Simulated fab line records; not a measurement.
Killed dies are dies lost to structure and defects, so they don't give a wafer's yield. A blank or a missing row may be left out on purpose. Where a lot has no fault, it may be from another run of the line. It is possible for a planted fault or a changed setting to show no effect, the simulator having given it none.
Matching of chambers | flow nand harc | NHARC_P_CONTACT_DEP_30 on pecvd-02: 3 sister chambers
The step deposits SiNx, target thk 30 nm. 6 wafers are shown with their chamber, then 7 later ones without.

EACH WAFER AND ITS CHAMBER
wafer  | chamber | heater power w (W)
L718.1 | 1       | 730
L718.6 | 1       | 730
L721.2 | 0       | 672
L721.4 | 2       | 684
L725.1 | 2       | 631
L725.3 | 0       | 675

WAFERS MISSING THEIR CHAMBER
wafer  | heater power w (W)
L725.5 | 674
L728.1 | 611
L728.3 | 618
L728.5 | 625
L729.1 | 656
L729.4 | 644
L729.6 | 650

WHICH CHAMBER EACH ONE RAN IN
wafer  | from the rows above     | in truth
L725.5 | can't be placed: 0 or 2 | 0
L728.1 | can't be placed: 2 or 0 | 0
L728.3 | can't be placed: 2 or 0 | 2
L728.5 | can't be placed: 2 or 0 | 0
L729.1 | can't be placed: 2 or 0 | 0
L729.4 | can't be placed: 2 or 0 | 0
L729.6 | can't be placed: 2 or 0 | 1
Placed correctly: 0 of 7. These rows do not allow placing 7 (true chamber among the candidates in 6). Number placed wrongly: 0.
How it was worked out, from the rows above alone: a wafer's distance from a chamber is the root of the sum, over the readings, of the square of ((its reading less the chamber's mean) divided by the reading's scatter). The wafer belongs to the nearest chamber; if the next one is less than 2 further off, it can't be placed. Each chamber's mean is taken over the wafers shown for it. How the scatter is found: for the shown wafers, subtract from each reading the mean of its chamber, square and add these, divide the total by (wafers less chambers), then take the root.
